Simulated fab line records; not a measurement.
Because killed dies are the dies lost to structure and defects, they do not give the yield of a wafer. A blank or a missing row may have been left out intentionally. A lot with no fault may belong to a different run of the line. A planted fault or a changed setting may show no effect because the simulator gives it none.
fab line records	flow n5-finfet
record: lots: 5	wafers: 15	last-day: 16
route steps=1938 shown BEOL_M9@1449 BEOL_M10@1470 PASSIVATION@1936
lots with no fault: from the same line, run without faults
start-h: hours from the record's opening day to when the first of the lot's shown wafers began	wait-h: time in hours since the lot's previous step	" identical to the entry in the row above	L1.1+2: a single row standing in for several wafers	- no value, or no start given	* or withheld: withheld	< > ~ a bound
route shown NAME@n: names a module that has steps shown in the file, with the first one's number in the route	usual: average and standard deviation across the fault-free wafers	same: alike in all rows	chamber/n: place in a boat	sites: per-site readings	_std_site: how widely they spread, as a standard deviation	_edge_site: the outer-site mean with the inner-site mean subtracted	radius-mm: for every site, how far away it sits from the centre of the wafer	mask NAME#n: copy n	behind: the tool/chamber that last shaped the wafer	hold: cause of the lot's hold/its duration in hours/its outcome	device: the transistor (n, p or np) that didn't switch	end of line: the same wafers' tests at the end of the route	where a step has no rows: the recipe by itself	killed: count of dies lost to structure and defects at first sort (not the wafer's yield)	map: a wafer's dies, x killed, . not, _ none there
set.NAME: the setting as run; set.NAME@STEP: as run at that earlier step	model.NAME: the simulator's own value behind a step, which no gauge read
lots at selected steps of the route; one table per step, one row per wafer
services: the hour from which a tool's chamber was out of use, counted from the record's first day as start-h (under 0 if before that day), plus the number of hours and why
== steps ==
step: N5_BEOL_M9_OCD_MEAS_38
usual: trench-depth-nm: 151.1/2.2
lot.wafer	tool	chamber	start-h	wait-h	trench-depth-nm
L800.1	ocd-02	-	216.30	-	150.7
L800.2	"	-	"	"	150.4
L800.5	"	-	"	"	151.7
L804.1	ocd-01	-	242.13	-	153.3
L804.4	"	-	"	"	150.5
L804.6	"	-	"	"	150.1
L810.1	ocd-02	-	280.67	-	149.5
L810.5	"	-	"	"	149.2
L810.6	"	-	"	"	149.6
L812.1	ocd-02	-	288.53	-	154.4
L812.3	"	-	"	"	146.8
L812.6	"	-	"	"	153.2
L819.4	ocd-02	-	333.60	-	149.9
L819.5	"	-	"	"	151.7
L819.6	"	-	"	"	149.7
step: N5_BEOL_M9_HM_STRIP_39
recipe: chemistry: peroxide-tin-strip	material: TiN	target-depth-a: 250	temp-c: 50	time-s: 158
step: N5_BEOL_M9_SRD_40
recipe: time-s: 30	temp-c: 23	rinse-liquid: diw	dry: ipa-marangoni
step: N5_BEOL_M9_PRECLEAN_42
recipe: chemistry: residue-remover	time-s: 60	temp-c: 40
step: N5_BEOL_M9_SRD_43
recipe: time-s: 30	temp-c: 23	rinse-liquid: diw	dry: ipa-marangoni
step: N5_BEOL_M9_CD_MEAS_35
recipe: target-cd-nm: 70	target-cd-y-nm: 40	polarity: opening
usual: cd-nm: 70.1/0.48
lot.wafer	tool	chamber	start-h	wait-h	cd-nm
L800.1	cd-sem-02	-	216.45	0.0	70.8
L800.2	"	-	"	"	70.6
L800.5	"	-	"	"	70.0
L804.1	cd-sem-02	-	242.28	0.0	69.8
L804.4	"	-	"	"	69.3
L804.6	"	-	"	"	69.9
L810.1	cd-sem-01	-	280.83	0.0	69.8
L810.5	"	-	"	"	70.4
L810.6	"	-	"	"	70.9
L812.1	cd-sem-03	-	288.69	0.0	69.5
L812.3	"	-	"	"	70.1
L812.6	"	-	"	"	69.6
L819.4	cd-sem-01	-	333.75	0.0	70.5
L819.5	"	-	"	"	70.2
L819.6	"	-	"	"	70.3
step: N5_BEOL_M9_CURE_72
recipe: temp-c: 370	time-s: 120	ambient: DMADMS/He	material: SiCOH_lowk
step: N5_BEOL_M9_DEGAS_44
recipe: ambient: vacuum	temp-c: 250	time-s: 60
usual: heater-power-w: 361/31
lot.wafer	tool	chamber	start-h	wait-h	heater-power-w
L800.1	pvd-sputter-01	-	217.93	1.4	366
L800.2	"	-	"	"	340
L800.5	"	-	"	"	371
L804.1	pvd-sputter-02	-	242.79	0.3	381
L804.4	"	-	"	"	342
L804.6	"	-	"	"	437
L810.1	pvd-sputter-03	-	281.19	0.3	355
L810.5	"	-	"	"	358
L810.6	"	-	"	"	404
L812.1	pvd-sputter-03	-	289.16	0.4	349
L812.3	"	-	"	"	359
L812.6	"	-	"	"	352
L819.4	pvd-sputter-01	-	334.63	0.6	341
L819.5	"	-	"	"	343
L819.6	"	-	"	"	331
step: N5_BEOL_M9_PRE_CLEAN_45
recipe: gas: H2/He	time-s: 30	temp-c: 250
usual: heater-power-w: 361/31
lot.wafer	tool	chamber	start-h	wait-h	heater-power-w
L800.1	pvd-sputter-01	-	217.97	0.0	375
L800.2	"	-	"	"	328
L800.5	"	-	"	"	362
L804.1	pvd-sputter-02	-	242.83	0.0	366
L804.4	"	-	"	"	347
L804.6	"	-	"	"	436
L810.1	pvd-sputter-03	-	281.23	0.0	352
L810.5	"	-	"	"	346
L810.6	"	-	"	"	404
L812.1	pvd-sputter-03	-	289.20	0.0	356
L812.3	"	-	"	"	354
L812.6	"	-	"	"	355
L819.4	pvd-sputter-01	-	334.67	0.0	329
L819.5	"	-	"	"	340
L819.6	"	-	"	"	336
step: N5_BEOL_M9_ALD_74
recipe: material: TaN	target-thk-a: 20	temp-c: 275	ald-precursor-family: PDMAT	ald-co-reactant: NH3	pressure-torr: 3	carrier-flow-sccm: 1500	pulse-time-s: 2	purge-time-s: 3	co-reactant-purge-time-s: 2	co-reactant-pulse-time-s: 3	ald-cycles: 40	precursor-vessel-temp-c: 75	precursor-vessel-pressure-torr: 26.25	precursor-vessel-carrier-sccm: 1000
step: N5_BEOL_M9_SURFACE_TREAT_79
recipe: gas: Ar	time-s: *	ion-energy-ev: *	ion-current-ma-cm2: 0.5	pressure-mtorr: *	ar-flow-sccm: 30
step: N5_BEOL_M9_CVD_78
recipe: material: Co	target-thk-a: 20	temp-c: withheld	precursor: CCTBA/H2	pressure-torr: 30	time-s: 138.9
step: N5_BEOL_M9_SPUTTER_48
recipe: material: Cu	target-thk-a: 120	temp-c: -20	bias-v: 60	power-w: 26000	chamber-pressure-pa: 0.13	time-s: 2
usual: bias-v: 59.9/0.54	chuck-sensor-temp-C: -16.1/0.5	throttle-valve-pct: 30.2/1
lot.wafer	tool	chamber	start-h	wait-h	bias-v	chuck-sensor-temp-C	throttle-valve-pct
L800.1	pvd-sputter-01	-	218.79	0.1	59.3	-16.3	29.9
L800.2	"	-	"	"	59.5	-16.7	29.7
L800.5	"	-	"	"	60.2	-16.7	29.8
L804.1	pvd-sputter-02	-	243.79	0.4	60.1	-15.5	31.2
L804.4	"	-	"	"	60.7	-15.4	29.7
L804.6	"	-	"	"	60.2	-15.7	31.4
L810.1	pvd-sputter-02	-	282.11	0.3	59.4	-15.7	31.0
L810.5	"	-	"	"	59.8	-15.6	30.0
L810.6	"	-	"	"	60.2	-16.4	31.7
L812.1	pvd-sputter-03	-	289.82	0.1	59.8	-17.4	29.4
L812.3	"	-	"	"	59.8	-16.2	30.1
L812.6	"	-	"	"	60.2	-16.9	29.4
L819.4	pvd-sputter-02	-	335.29	0.1	59.9	-16.3	31.6
L819.5	"	-	"	"	58.9	-15.7	31.3
L819.6	"	-	"	"	59.1	-15.5	29.8
step: N5_BEOL_M9_ECD_50
recipe: material: Cu	target-thk-a: 3180
step: N5_BEOL_M9_ANNEAL_51
recipe: temp-c: 225	time-s: 90	ambient: N2
step: N5_BEOL_M9_CMP_52
recipe: stop-on: SiCOH_lowk	t-overpolish-s: 7	down-force-psi: 1	platen-rpm: 50	clearing-platen-down-force-psi: 1.5	clearing-platen-rpm: 50	post-cmp-clean: cu-alkaline	target-thk-nm: 140	clearing-platen-pad-velocity-m-s: 0.99484	pad-velocity-m-s: 0.99484
step: N5_BEOL_M9_PRE_CLEAN_55
recipe: gas: NH3	time-s: 15	temp-c: withheld	rf-power-w: 300
step: N5_BEOL_M9_DEP_56
recipe: material: SiCN	target-thk-a: 150	temp-c: withheld	precursor: 3MS/NH3	pressure-torr: 3	rf-w: 202	time-s: 26.5
usual: showerhead-plenum-p-Torr: 3.669/0.0091	throttle-valve-pct: 9.3/0.67
lot.wafer	tool	chamber	start-h	wait-h	showerhead-plenum-p-Torr	throttle-valve-pct
L800.1	pecvd-02	1	219.68	0.0	3.668	10.4
L800.2	"	0	"	"	3.667	9.0
L800.5	"	1	"	"	3.666	10.8
L804.1	pecvd-03	2	245.54	0.0	3.664	8.8
L804.4	"	1	"	"	3.680	10.2
L804.6	"	0	"	"	3.666	9.3
L810.1	pecvd-04	2	282.99	0.0	3.665	8.5
L810.5	"	0	"	"	3.681	9.3
L810.6	"	1	"	"	3.661	9.4
L812.1	pecvd-04	1	291.19	0.0	3.663	9.4
L812.3	"	2	"	"	3.662	8.7
L812.6	"	1	"	"	3.673	9.3
L819.4	pecvd-03	2	336.38	0.0	3.653	8.5
L819.5	"	1	"	"	3.667	10.0
L819.6	"	0	"	"	3.668	9.3
step: N5_BEOL_M9_RS_MEAS_57
recipe: thk-meas-gauge: four-point-probe	reads: Cu_of_BEOL_M9_ECD_50+Co_of_BEOL_M9_CVD_78+TaN_of_BEOL_M9_ALD_74
usual: M9_RS: 0.152/0.003
lot.wafer	tool	chamber	start-h	wait-h	M9_RS[ohm/sq]
L800.1	film-metro-01	-	219.78	0.1	0.153
L800.2	"	-	"	"	0.153
L800.5	"	-	"	"	0.152
L804.1	film-metro-02	-	245.61	0.1	0.151
L804.4	"	-	"	"	0.155
L804.6	"	-	"	"	0.154
L810.1	film-metro-02	-	283.06	0.1	0.152
L810.5	"	-	"	"	0.154
L810.6	"	-	"	"	0.153
L812.1	film-metro-01	-	291.26	0.1	0.147
L812.3	"	-	"	"	0.160
L812.6	"	-	"	"	0.151
L819.4	film-metro-02	-	336.43	0.0	0.152
L819.5	"	-	"	"	0.151
L819.6	"	-	"	"	0.153
step: N5_BEOL_M10_ILD_DEP_00
recipe: material: SiCOH_lowk	target-thk-a: 3085.1	temp-c: 300	precursor: DEMS/porogen	pressure-torr: 5	rf-w: 500	time-s: 58
step: N5_BEOL_M10_CURE_71
recipe: temp-c: 385	time-s: 240	ambient: He/Ar	material: SiCOH_lowk
step: N5_BEOL_M10_THK_MEAS_01
recipe: reads: SiCOH_lowk_of_BEOL_M10_ILD_DEP_00
usual: M10_ILD_THK: 268/3.3
lot.wafer	tool	chamber	start-h	wait-h	M10_ILD_THK[nm]
L800.1	film-metro-01	-	220.43	0.4	263
L800.2	"	-	"	"	266
L800.5	"	-	"	"	271
L804.1	film-metro-01	-	246.26	0.4	265
L804.4	"	-	"	"	272
L804.6	"	-	"	"	276
L810.1	film-metro-01	-	283.72	0.4	261
L810.5	"	-	"	"	268
L810.6	"	-	"	"	266
L812.1	film-metro-02	-	291.92	0.4	267
L812.3	"	-	"	"	264
L812.6	"	-	"	"	269
L819.4	film-metro-02	-	337.08	0.2	271
L819.5	"	-	"	"	270
L819.6	"	-	"	"	273
step: N5_BEOL_M10_PECVD_70
recipe: material: SiO2	target-thk-a: 200	temp-c: 400	precursor: TEOS/O2	pressure-torr: 5.5	rf-w: 450	teos-flow-sccm: 53.8	gas: O2	flow-sccm: 3000	time-s: 22.7
step: N5_BEOL_M10_HM_DEP_02
recipe: material: TiN	target-thk-a: 200	temp-c: 25	chamber-pressure-pa: 0.49996
step: N5_BEOL_M10_COAT_59
recipe: resist: SOC	temp-c: 250	time-s: 60	spin-rpm: 1500	resist-thk-nm: 100
step: N5_BEOL_M10_COAT_60
recipe: resist: SiARC	temp-c: 220	time-s: 60	spin-rpm: 1500	resist-thk-nm: 30
step: N5_BEOL_M10_COAT_05
recipe: resist: CAR-ArF	spin-rpm: 1500	resist-thk-nm: 90
step: N5_BEOL_M10_EBR_07
recipe: solvent: PGMEA	ebr-width-mm: 1.5
step: N5_BEOL_M10_SOFTBAKE_06
recipe: temp-c: 110	time-s: 60	resist: CAR-ArF
step: N5_BEOL_M10_EXPOSE_08
recipe: mask-id: M10	na: 1.35	source-shape: dipole	sigma-inner: 0.411	sigma-outer: 0.611	polarization: te	dose-mj: 53.75
step: N5_BEOL_M10_PEB_09
recipe: peb-temp-c: withheld	peb-time-s: 60	resist: CAR-ArF
step: N5_BEOL_M10_DEVELOP_10
recipe: develop-time-s: 30	developer: TMAH	resist: CAR-ArF	rinse-liquid: diw	dry: air-spin	dev-temp-c: 23
step: N5_BEOL_M10_CD_MEAS_11
recipe: target-cd-nm: 64.1	landing-energy-ev: 500	detector: se-inlens	polarity: opening
usual: cd-nm: 64.2/0.41
lot.wafer	tool	chamber	start-h	wait-h	cd-nm
L800.1	cd-sem-03	0	221.08	-	64.2
L800.2	"	0	"	"	63.4
L800.5	"	0	"	"	63.7
L804.1	cd-sem-02	0	249.34	-	64.6
L804.4	"	0	"	"	64.5
L804.6	"	0	"	"	64.7
L810.1	cd-sem-03	0	286.41	-	64.1
L810.5	"	0	"	"	64.1
L810.6	"	0	"	"	64.2
L812.1	cd-sem-01	0	292.84	-	64.6
L812.3	"	0	"	"	63.9
L812.6	"	0	"	"	64.0
L819.4	cd-sem-02	0	338.31	-	63.9
L819.5	"	0	"	"	63.6
L819.6	"	0	"	"	63.2
step: N5_BEOL_M10_OVL_MEAS_12
recipe: points-per-wafer: 44
usual: M10_OVL: 0.3/0.96
same: points-per-wafer: 44
lot.wafer	tool	chamber	start-h	wait-h	M10_OVL[nm]
L800.1	overlay-01	0	221.11	0.0	1.0
L800.2	"	0	"	"	0.6
L800.5	"	0	"	"	0.6
L804.1	overlay-01	0	249.37	0.0	-0.6
L804.4	"	0	"	"	-0.4
L804.6	"	0	"	"	-0.3
L810.1	overlay-01	0	286.44	0.0	0.9
L810.5	"	0	"	"	0.3
L810.6	"	0	"	"	1.0
L812.1	overlay-01	0	292.87	0.0	0.6
L812.3	"	0	"	"	1.1
L812.6	"	0	"	"	1.2
L819.4	overlay-02	0	338.33	0.0	1.7
L819.5	"	0	"	"	1.8
L819.6	"	0	"	"	1.8
step: N5_BEOL_M10_DESCUM_16
recipe: chemistry: O2	time-s: 7.9	source-power-w: 50	bias-power-w: 20	pressure-mtorr: 20	rf-frequency-hz: 2.712e+07	temp-c: 40	resist: CAR-ArF	o2-flow-sccm: 225
step: N5_BEOL_M10_ETCH_61
recipe: chemistry: CF4	target: SiARC	target-depth-a: 390	mask-material: CAR-ArF	time-s: 65	ion-energy-ev: 80	pressure-mtorr: 40	source-w: 545	bias-w: 36	Ar_flow_sccm: 100	cf4-flow-sccm: 100	ends: cleared
usual: drypump-motor-current-A: 5.7/0.43	etch-rf-on-time-s: 64.7/1.3	oes-product-au: 0.69/0.056	rf-vpp-V: 184.1/1.3	showerhead-plenum-p-Torr: 2.14/0.074	throttle-valve-pct: 15.54/0.23
lot.wafer	tool	chamber	start-h	wait-h	drypump-motor-current-A	etch-rf-on-time-s	oes-product-au	rf-hours-counter-h	rf-vpp-V	showerhead-plenum-p-Torr	throttle-valve-pct
L800.1	rie-diel-04	3	221.20	0.0	5.0	63.4	0.71	78	183.4	2.16	15.60
L800.2	"	2	"	"	5.9	63.7	0.74	58	184.7	2.16	15.23
L800.5	"	0	"	"	5.0	67.0	0.59	-	182.4	2.03	15.73
L804.1	rie-diel-04	0	249.47	0.0	5.0	67.3	0.59	241	182.5	2.02	15.74
L804.4	"	1	"	"	5.8	64.8	0.68	-	183.9	2.07	15.69
L804.6	"	0	"	"	5.0	66.9	0.59	-	183.1	2.02	15.75
L810.1	rie-diel-05	2	286.54	0.0	5.8	65.6	0.74	37	183.7	2.10	15.35
L810.5	"	1	"	"	5.9	66.5	0.66	-	183.7	2.16	15.28
L810.6	"	2	"	"	5.8	65.7	0.74	-	184.6	2.10	15.36
L812.1	rie-diel-05	0	292.99	0.0	5.7	67.0	0.63	168	185.0	2.22	15.72
L812.3	"	2	"	"	5.8	65.0	0.74	40	182.8	2.10	15.36
L812.6	"	2	"	"	5.8	65.0	0.75	-	184.0	2.10	15.37
L819.4	rie-diel-04	2	339.23	0.0	6.0	63.4	0.70	103	184.9	2.15	15.31
L819.5	"	0	"	"	5.0	64.1	0.77	-	186.3	2.27	15.30
L819.6	"	3	"	"	5.0	63.1	0.68	-	182.5	2.15	15.67
step: N5_BEOL_M10_ETCH_62
recipe: chemistry: N2/H2	target: SOC	target-depth-a: 1100	overetch-a: 220	mask-material: SiARC	temp-c: 40	time-s: 165	ion-energy-ev: 200	pressure-mtorr: 30	source-w: 840	bias-w: 150	n2-flow-sccm: 200	h2-flow-sccm: 200
usual: drypump-motor-current-A: 5.7/0.44	oes-product-au: 0.68/0.053	rf-vpp-V: 523.9/2.6	showerhead-plenum-p-Torr: 2.55/0.092	throttle-valve-pct: 17.76/0.25
lot.wafer	tool	chamber	start-h	wait-h	drypump-motor-current-A	oes-product-au	rf-hours-counter-h	rf-vpp-V	showerhead-plenum-p-Torr	throttle-valve-pct
L800.1	rie-diel-04	3	221.25	0.0	5.0	0.70	78	525.0	2.57	17.86
L800.2	"	2	"	"	6.0	0.74	58	524.8	2.58	17.46
L800.5	"	0	"	"	5.1	0.60	-	519.7	2.41	17.93
L804.1	rie-diel-04	0	249.52	0.0	5.0	0.60	241	520.7	2.41	17.99
L804.4	"	1	"	"	5.8	0.68	-	520.0	2.47	17.98
L804.6	"	0	"	"	5.0	0.60	-	520.5	2.41	17.96
L810.1	rie-diel-05	2	286.59	0.0	5.8	0.74	37	522.1	2.49	17.61
L810.5	"	1	"	"	5.9	0.66	-	525.4	2.56	17.47
L810.6	"	2	"	"	5.8	0.74	-	522.8	2.49	17.59
L812.1	rie-diel-05	0	293.04	0.0	5.7	0.64	168	526.0	2.64	17.90
L812.3	"	2	"	"	5.8	0.73	40	521.3	2.49	17.59
L812.6	"	2	"	"	5.9	0.74	-	522.7	2.49	17.58
L819.4	rie-diel-04	2	339.28	0.0	6.0	0.69	103	524.2	2.56	17.55
L819.5	"	0	"	"	5.0	0.77	-	528.1	2.71	17.58
L819.6	"	3	"	"	5.0	0.66	-	524.0	2.56	17.92
step: N5_BEOL_M10_STRIP_68
recipe: chemistry: N2/H2	temp-c: 40	n2-flow-sccm: 200	h2-flow-sccm: 200	rf-frequency-hz: 6e+07
step: N5_BEOL_M10_STRIP_67
recipe: chemistry: CF4	resist: SiARC	power-w: 300	bias-power-w: 75	pressure-mtorr: 50	cf4-flow-sccm: 150	rf-frequency-hz: 6e+07
step: N5_PASSIVATION_PROBE_49
usual: defect-limited-yield: 91.3/1.3	killed_at_M0_to_M3: 32/11	killed_at_M4_up: 15/5.6	killed-at-contacts: 12/6	killed-at-front-end: 40/11	killed-at-other: 3.5/2.6	killed-dies: 102/15	killed-on-rim: 13/3.4	killed-open: 67/12	killed-short: 34/7.3	sort_bin_5_function: 5.1/0.85	sort_bin_6_memory: 3.2/0.61	sort-n-pass: 1078/15	sort-yield-pct: 91.3/1.3
same: gross-dies: 1180	killed-at-back-side: 0	sort_bin_4_leakage[%]: 0	sort_bin_8_speed[%]: 0
lot.wafer	tool	chamber	start-h	wait-h	defect-limited-yield[%]	killed_at_M0_to_M3	killed_at_M4_up	killed-at-contacts	killed-at-front-end	killed-at-other	killed-dies	killed-on-rim	killed-open	killed-short	sort_bin_5_function[%]	sort_bin_6_memory[%]	sort-n-pass	sort-yield-pct[%]
L800.1	prober-01	-	279.47	0.0	91.0	29	5	8	61	3	106	12	69	37	5.3	3.5	1074	91.0
L800.2	prober-01	-	279.52	0.1	91.9	24	8	13	46	4	95	10	56	38	4.2	3.8	1085	91.9
L800.5	prober-01	-	279.67	0.2	92.4	26	6	16	38	4	90	12	58	32	4.7	2.7	1090	92.4
L804.1	prober-01	-	304.50	0.2	91.1	42	4	4	55	0	105	14	54	50	5.3	3.3	1075	91.1
L804.4	prober-01	-	304.65	0.3	91.0	35	11	18	38	4	106	5	60	44	5.6	3.0	1074	91.0
L804.6	prober-01	-	304.75	0.4	91.1	51	6	12	34	2	105	15	60	40	5.0	3.6	1075	91.1
L810.1	prober-02	-	330.99	0.0	90.5	35	22	11	44	0	112	14	81	29	5.3	3.9	1068	90.5
L810.6	prober-02	-	331.24	0.3	89.7	59	12	6	43	2	122	14	88	34	6.4	3.5	1058	89.7
L812.1	prober-01	-	346.58	0.0	91.9	31	13	5	39	7	95	12	65	30	4.8	2.9	1085	91.9
L812.3	prober-01	-	346.68	0.1	91.7	34	14	5	39	6	98	15	61	36	5.6	2.4	1082	91.7
L812.6	prober-01	-	346.83	0.3	89.7	25	13	27	51	5	121	11	93	27	5.8	4.2	1059	89.7
L819.6	prober-02	-	389.25	0.3	82.5	34	113	19	36	4	206	32	66	34	9.8	4.1	974	82.5
killed by level:class
L800.1 FIN_SAQP:geometric-particle:open=16 FIN_SAQP:geometric-particle:short=14 BEOL_M0_SAQP:geometric-particle:short=9 STI_FIN_REVEAL:geometric-particle:open=7 MOL_CONTACT_COAG:geometric-particle:open=7 DUMMY_GATE:geometric-particle:open=6 BEOL_M0_SAQP:geometric-particle:open=5 BEOL_M3:geometric-particle:open=5
L800.2 MOL_CONTACT_COAG:geometric-particle:open=10 FIN_SAQP:geometric-particle:short=9 STI_FIN_REVEAL:geometric-particle:open=8 BEOL_M0_SAQP:geometric-particle:short=8 FIN_SAQP:geometric-particle:open=6 DUMMY_GATE:geometric-particle:open=6 BEOL_M2:geometric-particle:open=5 GATE_CUT:geometric-particle:short=4
L800.5 MOL_CONTACT_COAG:geometric-particle:open=14 FIN_SAQP:geometric-particle:short=8 FIN_SAQP:geometric-particle:open=8 STI_FIN_REVEAL:geometric-particle:open=7 BEOL_M0_SAQP:geometric-particle:short=7 BEOL_M2:geometric-particle:open=6 BEOL_M1:geometric-particle:open=4 BEOL_M6:geometric-particle:open=3
L804.1 FIN_SAQP:geometric-particle:short=29 BEOL_M3:geometric-particle:open=14 FIN_SAQP:geometric-particle:open=8 BEOL_M2:geometric-particle:open=7 BEOL_M0_SAQP:geometric-particle:open=6 BEOL_M1:geometric-particle:short=5 DUMMY_GATE:geometric-particle:open=4 BEOL_M0_SAQP:geometric-particle:short=4
L804.4 FIN_SAQP:geometric-particle:short=14 MOL_CONTACT_COAG:geometric-particle:open=14 BEOL_M1:geometric-particle:open=7 BEOL_M3:geometric-particle:open=7 BEOL_M0_SAQP:geometric-particle:short=6 BEOL_M0_SAQP:geometric-particle:open=6 FIN_SAQP:geometric-particle:open=5 MOL_CONTACT_COAG:geometric-particle:short=4
L804.6 BEOL_M0_SAQP:geometric-particle:open=12 MOL_CONTACT_COAG:geometric-particle:open=11 BEOL_M0_SAQP:geometric-particle:short=11 FIN_SAQP:geometric-particle:short=9 BEOL_M3:geometric-particle:open=9 BEOL_M1:geometric-particle:open=6 BEOL_M2:geometric-particle:open=5 FIN_SAQP:geometric-particle:open=4
L810.1 STI_FIN_REVEAL:geometric-particle:open=19 BEOL_M1:geometric-particle:open=10 MOL_CONTACT_COAG:geometric-particle:open=9 BEOL_M0_SAQP:geometric-particle:short=9 BEOL_M4:geometric-particle:open=9 FIN_SAQP:geometric-particle:open=7 BEOL_M0_SAQP:geometric-particle:open=6 FIN_SAQP:geometric-particle:short=4
L810.6 STI_FIN_REVEAL:geometric-particle:open=14 BEOL_M3:geometric-particle:open=12 BEOL_M1:geometric-particle:open=10 BEOL_M0_SAQP:geometric-particle:open=9 BEOL_M2:geometric-particle:open=9 BEOL_M0_SAQP:geometric-particle:short=8 MOL_CONTACT_COAG:geometric-particle:open=6 FIN_SAQP:geometric-particle:short=5
L812.1 FIN_SAQP:geometric-particle:open=12 BEOL_M3:geometric-particle:open=10 STI_FIN_REVEAL:geometric-particle:open=7 BEOL_M2:geometric-particle:open=6 BEOL_M0_SAQP:geometric-particle:short=5 MOL_CONTACT_COAG:geometric-particle:open=4 BEOL_M4:geometric-particle:open=4 STARTING-WAFER:geometric-particle:short=4
L812.3 BEOL_M2:geometric-particle:open=15 FIN_SAQP:geometric-particle:short=10 BEOL_M4:geometric-particle:open=8 GATE_CUT:geometric-particle:short=5 MOL_CONTACT_COAG:geometric-particle:open=5 BEOL_M1:geometric-particle:open=5 FIN_SAQP:geometric-particle:open=4 STI_FIN_REVEAL:geometric-particle:open=4
L812.6 MOL_CONTACT_COAG:geometric-particle:open=22 FIN_SAQP:geometric-particle:open=13 STI_FIN_REVEAL:geometric-particle:open=10 ILD0:geometric-particle:open=9 FIN_SAQP:geometric-particle:short=7 BEOL_M3:geometric-particle:open=7 BEOL_M4:geometric-particle:open=6 BEOL_M1:geometric-particle:open=6
L819.6 BEOL_M9:unspecified=106 MOL_CONTACT_COAG:geometric-particle:open=14 BEOL_M3:geometric-particle:open=9 BEOL_M2:geometric-particle:open=8 BEOL_M0_SAQP:geometric-particle:open=7 STI_FIN_REVEAL:geometric-particle:open=6 FIN_SAQP:geometric-particle:open=5 MOL_CONTACT_COAG:geometric-particle:short=5
map L819.6 (x killed, . not)
_________________............________________
______________......x...x......._____________
___________...........x............__________
__________.xx......................._________
________.........x...................._______
_______..x..x..........................______
______....xx...................x........_____
_____...........x........................____
____.....x....x..x...........x............___
___.......x...................x............__
___.x......................................__
__.x........xx...x....................x....._
__..x.x..........x........x............x...._
_.x..x....x.x......x..........x..x...........
_...........................x...........x....
_.......xx.......x.....x......x......x..x....
_.x.....................x........x.xx........
_............................x.......x......x
_........x.....xx.....xx........x....x.xxx.x.
_......x..........xx.................xx.xxx..
_.....................x.xxx.......x.xxxxxxxxx
__.xx...........................xxxxxxxxxxxx_
__....x.x....................x...xxxxxxxxxxx_
___...................x......x.x.xxxxxxxxxx__
___.....................x......xxxxxxxxxxxx__
____xx....................x...xxxxxxxxxxxx___
_____x.x.......................xxxxxxxxxx____
______........x..............xx.xxxxxxxx_____
_______..x...................x.x.x.xxxx______
________...x...x.................xxxxx_______
__________.x.....x.......x......x..x_________
___________.x....x.................__________
______________x....x..x..x......_____________
_________________.....x.....x________________
map L804.4 (x killed, . not)
_________________............________________
______________...x.............._____________
___________..............x.........__________
__________...........xx............._________
________............x.......x...x....._______
_______..x.x....x......................______
______.................................._____
_____.....x.....x........................____
____.........................x.x..........___
___........x.x............x.......x........__
___..x.x..x........x..x............x.x.....__
__.....x..........x..........x.............._
__..................xx.....x...........x...._
_.............x.....x......x.x..x...x.....x..
_.....x.................x................xx..
_.....x.......x..x........x.x...x......x.....
_....x........x..xx.x.x......x........xx.....
_.....x........x.............................
_.....x......x.....x............xx........x..
_..x.............................x...........
_.......x............x..x....................
__...xxxx..........................x........_
__......x......x...........x......x........._
___............x...................x.......__
___x........x........................x.....__
____....x.x....x............x.x...........___
_____.........x.x........................____
______.....xx...x.......x..............._____
_______...x............................______
________...........x.................._______
__________........................x._________
___________.........x...x..........__________
______________....x.......x....._____________
_________________.....x.x....________________
== services ==
tool	chamber	start-h	hours	kind
pecvd-02	2	202.38	-	clean
pecvd-02	2	202.38	-	consumable-replace:showerhead
pecvd-02	2	202.38	29.0	scheduled-down
pecvd-02	2	202.38	29.0	vent-cycle
pecvd-04	1	206.78	5.5	scheduled-down
pecvd-04	2	212.32	5.5	scheduled-down
pecvd-03	1	223.28	2.1	scheduled-down
rie-diel-04	0	233.87	4.2	repair
pecvd-02	2	239.02	2.2	repair
pecvd-04	0	247.72	5.5	scheduled-down
rie-diel-04	2	248.81	4.0	repair
pecvd-03	2	252.89	2.1	scheduled-down
rie-diel-04	0	271.54	-	clean
rie-diel-04	0	271.54	-	consumable-replace:focus-ring
rie-diel-04	0	271.54	-	consumable-replace:showerhead
rie-diel-04	0	271.54	20.0	scheduled-down
rie-diel-04	0	271.54	20.0	vent-cycle
pecvd-02	-	297.12	6.0	pm
rie-diel-04	1	302.10	15.4	repair
pecvd-02	0	304.87	2.1	scheduled-down
pecvd-02	2	332.42	2.1	scheduled-down
== key ==
first-sign: step: N5_PASSIVATION_PROBE_49	reading: killed_at_M4_up	direction: up	sigmas: 18	usual: 15	struck: 113
effect: step: N5_PASSIVATION_PROBE_49	reading: defect-limited-yield	direction: down	sigmas: 6.8	usual: 91.3	struck: 82.5
more-kills-born-at: N5_BEOL_M9_SPUTTER_48@pvd-sputter-02: 106
met-at N5_BEOL_M9_SPUTTER_48
struck-wafers L819.6
onset-between 282.11 335.29
fault: kind: chamber-particle-source	tool: pvd-sputter-02	chamber: -	onset-h: 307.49	steps: N5_BEOL_M9_SPUTTER_48	rate-per-visit-cm2: 2.1239	end-h: 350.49	scope: struck-wafers-only
